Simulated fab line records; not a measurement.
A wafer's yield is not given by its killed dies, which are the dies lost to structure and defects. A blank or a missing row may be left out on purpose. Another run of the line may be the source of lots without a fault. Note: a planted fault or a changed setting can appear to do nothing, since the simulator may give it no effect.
Chamber matching	flow nandHarc	NHARC_A_M0_DEP_32 on pecvd-03: 3 sister chambers
The step deposits SiCN, target thk 30 nm. 6 wafers are shown with their chamber, then 9 later ones without.

== WAFERS, EACH WITH ITS CHAMBER ==
wafer	chamber	heaterPowerW (W)	heaterPowerOuterW (W)
L085.1	1	502	275
L085.4	2	625	387
L085.6	0	678	398
L086.1	2	571	342
L086.4	0	566	303
L086.5	1	522	287

== WAFERS WITHOUT THEIR CHAMBER ==
wafer	heaterPowerW (W)	heaterPowerOuterW (W)
L087.2	637	377
L087.4	638	364
L087.5	547	301
L093.2	568	313
L093.3	628	354
L093.4	523	298
L091.1	625	361
L091.3	634	382
L091.4	699	379

== WHICH CHAMBER EACH ONE RAN IN ==
wafer	from the rows above	in truth
L087.2	can't be placed: 0 or 2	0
L087.4	can't be placed: 0 or 2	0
L087.5	can't be placed: 1 or 2 or 0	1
L093.2	can't be placed: 1 or 2 or 0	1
L093.3	can't be placed: 0 or 2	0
L093.4	can't be placed: 1 or 2 or 0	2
L091.1	can't be placed: 0 or 2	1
L091.3	can't be placed: 0 or 2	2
L091.4	can't be placed: 0 or 2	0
Correctly placed: 0 of 9. Unplaceable from these rows: 9, with the true chamber sitting among the candidates in 8. Placed wrongly: 0.
How it was worked out, from the rows above alone: a wafer's distance from a chamber is the root of the sum, over the readings, of the square of ((its reading less the chamber's mean) divided by the reading's scatter). The wafer belongs to the nearest chamber; if the next one is less than 2 further off, it can't be placed. Each chamber's mean is taken over the wafers shown for it. The scatter is the square root of a quotient: the sum, over the shown wafers, of each reading's squared deviation from its chamber's mean, divided by wafers minus chambers.
